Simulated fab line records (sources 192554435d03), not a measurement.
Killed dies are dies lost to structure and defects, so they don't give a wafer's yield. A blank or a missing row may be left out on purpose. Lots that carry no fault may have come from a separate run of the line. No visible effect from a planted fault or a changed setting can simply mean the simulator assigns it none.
Lot-split experiment | flow n5-finfet | 21 wafers read from 7 lots, route of 1938 steps

== ON THE SPLIT ==
At N5_MOL_CONTACT_COAG_EXPOSE_05 (exposes mask CA, defocus 0 nm), the setting dose-mj was moved away from the recipe's 38.25 on 8 of the 21 wafers read, by -6.5% to +5.0%. This setting was run at the recipe's value on the other wafers.

== FROM THE SPLIT TO THE READING: what the file shows between them, 2 steps ==
- N5_MOL_CONTACT_COAG_PEB_06: peb time 60 s
- N5_MOL_CONTACT_COAG_DEVELOP_07: develop time 30 s

== THE READING ==
cd-nm, in nm, at N5_MOL_CONTACT_COAG_CD_MEAS_08 (target cd 28 nm). Fault-free wafers of this fab line usually give 27.87 nm, standard deviation 0.25 nm.

wafer  | tool, chamber at the split | dose-mj as run | against the recipe | cd-nm, nm | against lot-mates on the recipe
L075.3 | euv-scanner-01, 0          | 39.63          | +3.6%              | 28.53     | +0.71
L075.4 | euv-scanner-01, 0          | 38.25          | recipe             | 27.58     | -
L075.5 | euv-scanner-01, 0          | 38.25          | recipe             | 28.07     | -
L077.2 | euv-scanner-02, 0          | 38.25          | recipe             | 27.73     | -
L077.3 | euv-scanner-02, 0          | 40.16          | +5.0%              | 29.11     | +1.38
L077.5 | euv-scanner-02, 0          | 40.16          | +5.0%              | 28.88     | +1.15
L081.1 | euv-scanner-02, 0          | 38.25          | recipe             | 28.21     | -
L081.2 | euv-scanner-02, 0          | 39.45          | +3.1%              | 28.41     | +0.40
L081.3 | euv-scanner-02, 0          | 38.25          | recipe             | 27.81     | -
L082.1 | euv-scanner-02, 0          | 38.25          | recipe             | 27.63     | -
L082.4 | euv-scanner-02, 0          | 38.25          | recipe             | 28.12     | -
L082.5 | euv-scanner-02, 0          | 38.25          | recipe             | 28.01     | -
L084.4 | euv-scanner-01, 0          | 38.25          | recipe             | 28.29     | -
L084.5 | euv-scanner-01, 0          | 35.78          | -6.5%              | 26.21     | -2.08
L084.6 | euv-scanner-01, 0          | 35.78          | -6.5%              | 26.89     | -1.40
L090.1 | euv-scanner-01, 0          | 38.25          | recipe             | 28.01     | -
L090.3 | euv-scanner-01, 0          | 38.25          | recipe             | 27.75     | -
L090.4 | euv-scanner-01, 0          | 38.25          | recipe             | 27.90     | -
L093.2 | euv-scanner-01, 0          | 36.54          | -4.5%              | 26.28     | -1.67
L093.4 | euv-scanner-01, 0          | 36.54          | -4.5%              | 26.56     | -1.39
L093.5 | euv-scanner-01, 0          | 38.25          | recipe             | 27.95     | -

FIT RESULTS
A straight line over all 21 wafers: cd-nm changes by +0.231 nm for each +1% of dose-mj; r = +0.94; the points scatter about the line by 0.27 nm.
The same after taking each lot's own level away (the mean of its wafers on the recipe; 21 wafers): +0.266 nm for each +1%; r = +0.96; scatter 0.23 nm.
That fit puts the effect of the largest move of dose-mj on the reading at 1.7 nm.
Measured against the standard deviation above, the lots' own levels, which go from 27.730 to 28.290 nm, span 2.2 times it.
Hence the slope depends on the lot-to-lot level, as the two fits are not the same.
Check: for one of the wafers moved furthest among these (-6.5%), held out of the fit, the line's prediction against its lot-mates is -1.7 nm. Against them it came out at -2.08 nm.

== THE WHOLE CHAIN: every reading that the file lists as answering this split, in the file's order ==
step                                | what it does                                                             | reading                                                                        | change (the file's fit)               | r (the file's)
N5_MOL_CONTACT_COAG_CD_MEAS_08      | target cd 28 nm                                                          | cd-nm                                                                          | +0.257 nm for each +1% of the setting | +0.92
N5_MOL_CONTACT_COAG_ETCH_59         | etches underlayer in N2/H2, target depth 13 nm, time 10.4 s              | MOL_CONTACT_COAG.cd-offset-nm (the simulator's own value, which no gauge read) | +0.238 nm for each +1% of the setting | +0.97
N5_MOL_CONTACT_COAG_ETCH_105        | etches SiARC in CF4, target depth 15.6 nm, time 26 s                     | MOL_CONTACT_COAG.cd-offset-nm (the simulator's own value, which no gauge read) | +0.249 nm for each +1% of the setting | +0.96
N5_MOL_CONTACT_COAG_CONTACT_ETCH_14 | etches SiO2 in C4F6/O2, target depth 27.5 nm, overetch 8.5 nm, time 20 s | MOL_CONTACT_COAG.cd-offset-nm (the simulator's own value, which no gauge read) | +0.26 nm for each +1% of the setting  | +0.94

== THE FILE'S OWN FIT ==
cd-nm changes by +0.257 nm for each +1% of dose-mj, r = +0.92.
